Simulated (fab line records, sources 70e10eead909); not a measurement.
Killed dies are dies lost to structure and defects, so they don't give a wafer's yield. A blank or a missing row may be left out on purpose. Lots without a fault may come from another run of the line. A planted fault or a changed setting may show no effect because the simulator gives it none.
Chamber matching | flow nand_harc | NHARC_A_STAIRCASE_CMP_450 on cmp-01: 4 sister chambers
The step polishes SiO2, target thk 200 nm. 4 wafers are shown with their chamber, then 8 later ones without.

WAFERS WITH THEIR CHAMBER
wafer  | chamber | motor_current_A (A)
L079.4 | 2       | 10.8
L082.4 | 1       | 15.2
L083.5 | 0       | 11.4
L080.2 | 3       | 13.8

WAFERS WITHOUT THEIR CHAMBER
wafer  | motor_current_A (A)
L080.3 | 11.1
L080.5 | 15.1
L084.3 | 10.2
L084.4 | 15.3
L084.6 | 10.3
L085.1 | 11.3
L085.2 | 10.8
L085.5 | 15.2

WHICH CHAMBER EACH WENT THROUGH
wafer  | from the rows above     | in truth
L080.3 | can't be placed: 2 or 0 | 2
L080.5 | 1                       | 1
L084.3 | can't be placed: 2 or 0 | 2
L084.4 | 1                       | 1
L084.6 | can't be placed: 2 or 0 | 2
L085.1 | can't be placed: 0 or 2 | 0
L085.2 | can't be placed: 2 or 0 | 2
L085.5 | 1                       | 1
Placed correctly: 3 of 8. Can't be placed from these rows: 5 (the true chamber is among the candidates in 5). Placed wrongly: 0.
How it was worked out, from the rows above alone: a wafer's distance from a chamber is the root of the sum, over the readings, of the square of ((its reading less the chamber's mean) divided by the reading's scatter). The wafer belongs to the nearest chamber; if the next one is less than 2 further off, it can't be placed. A chamber's mean is the mean of its shown wafers. The scatter: with one shown wafer a chamber, the root of the mean of the squares of how far each hidden wafer lies from its nearest shown one.
